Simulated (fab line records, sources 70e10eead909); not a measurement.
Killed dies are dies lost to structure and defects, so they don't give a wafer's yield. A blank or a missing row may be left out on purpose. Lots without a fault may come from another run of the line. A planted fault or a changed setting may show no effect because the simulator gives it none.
Chamber matching | flow nand_harc | NHARC_A_BONDPAD_ETCH_24 on rie_diel-03: 4 sister chambers
The step etches the open film in CF4/N2, target depth 30 nm, time 72.99 s. 8 wafers are shown with their chamber, then 7 later ones without.

WAFERS WITH THEIR CHAMBER
wafer  | chamber | showerhead_plenum_p_Torr (Torr) | rf_vpp_V (V)
L809.1 | 3       | 2.77                            | 316.5
L809.2 | 1       | 2.58                            | 312.8
L820.6 | 1       | 2.58                            | 313.2
L821.2 | 2       | 2.46                            | 312.8
L821.5 | 0       | 2.63                            | 314.2
L821.6 | 2       | 2.46                            | 311.5
L822.1 | 0       | 2.63                            | 313.5
L822.2 | 3       | 2.76                            | 316.7

WAFERS WITHOUT THEIR CHAMBER
wafer  | showerhead_plenum_p_Torr (Torr) | rf_vpp_V (V)
L822.4 | 2.46                            | 312.1
L823.2 | 2.63                            | 315.1
L823.3 | 2.76                            | 317.4
L823.4 | 2.46                            | 312.0
L825.4 | 2.76                            | 316.4
L825.5 | 2.46                            | 312.7
L825.6 | 2.58                            | 314.1

WHICH CHAMBER EACH WENT THROUGH
wafer  | from the rows above | in truth
L822.4 | 2                   | 2
L823.2 | 0                   | 0
L823.3 | 3                   | 3
L823.4 | 2                   | 2
L825.4 | 3                   | 3
L825.5 | 2                   | 2
L825.6 | 1                   | 1
Placed correctly: 7 of 7. Can't be placed from these rows: 0. Placed wrongly: 0.
How it was worked out, from the rows above alone: a wafer's distance from a chamber is the root of the sum, over the readings, of the square of ((its reading less the chamber's mean) divided by the reading's scatter). The wafer belongs to the nearest chamber; if the next one is less than 2 further off, it can't be placed. A chamber's mean is the mean of its shown wafers. The scatter: the root of (the sum of the squares of (reading less its chamber's mean) over the shown wafers, divided by (wafers less chambers)).
